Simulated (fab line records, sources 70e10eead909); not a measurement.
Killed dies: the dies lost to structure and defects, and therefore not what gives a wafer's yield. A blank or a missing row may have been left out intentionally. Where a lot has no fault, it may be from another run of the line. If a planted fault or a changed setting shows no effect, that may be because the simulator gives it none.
Matching of chambers :: flow nand_harc :: ald_hk-01 running NHARC_A_CHANNEL_FILL_D1_ALD_14: 4 sister chambers
The step deposits SiO2, target thk 2.5 nm, pulse time 10 s, ald cycles 25. 4 wafers are shown with their chamber, then 6 later ones without.

== WAFERS WITH THEIR CHAMBER ==
wafer: L619.2
chamber: 2
heater_power_w (W): 461

wafer: L619.6
chamber: 0
heater_power_w (W): 439

wafer: L622.2
chamber: 3
heater_power_w (W): 449

wafer: L622.4
chamber: 1
heater_power_w (W): 582

== WAFERS WITHOUT THEIR CHAMBER ==
wafer: L622.6
heater_power_w (W): 576

wafer: L624.2
heater_power_w (W): 452

wafer: L624.5
heater_power_w (W): 477

wafer: L634.3
heater_power_w (W): 592

wafer: L634.5
heater_power_w (W): 453

wafer: L634.6
heater_power_w (W): 482

== WHICH CHAMBER EACH ONE RAN IN ==
wafer: L622.6
from the rows above: 1
in truth: 1

wafer: L624.2
from the rows above: can't be placed: 3 or 2 or 0
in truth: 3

wafer: L624.5
from the rows above: can't be placed: 2 or 3 or 0
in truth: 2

wafer: L634.3
from the rows above: 1
in truth: 1

wafer: L634.5
from the rows above: can't be placed: 3 or 2 or 0
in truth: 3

wafer: L634.6
from the rows above: can't be placed: 2 or 3 or 0
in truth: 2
Placed correctly: 2 of 6. From these rows, 4 cannot be placed; in 4 the true chamber is one of the candidates. Placed wrongly: 0.
How it was worked out, from the rows above alone: a wafer's distance from a chamber is the root of the sum, over the readings, of the square of ((its reading less the chamber's mean) divided by the reading's scatter). If the next closest chamber is less than 2 further off than the closest, the wafer can't be placed; otherwise it belongs to the closest. Each chamber's mean is taken over the wafers shown for it. The scatter: root of mean squared gap, hidden wafer to nearest shown wafer, with one shown wafer a chamber.
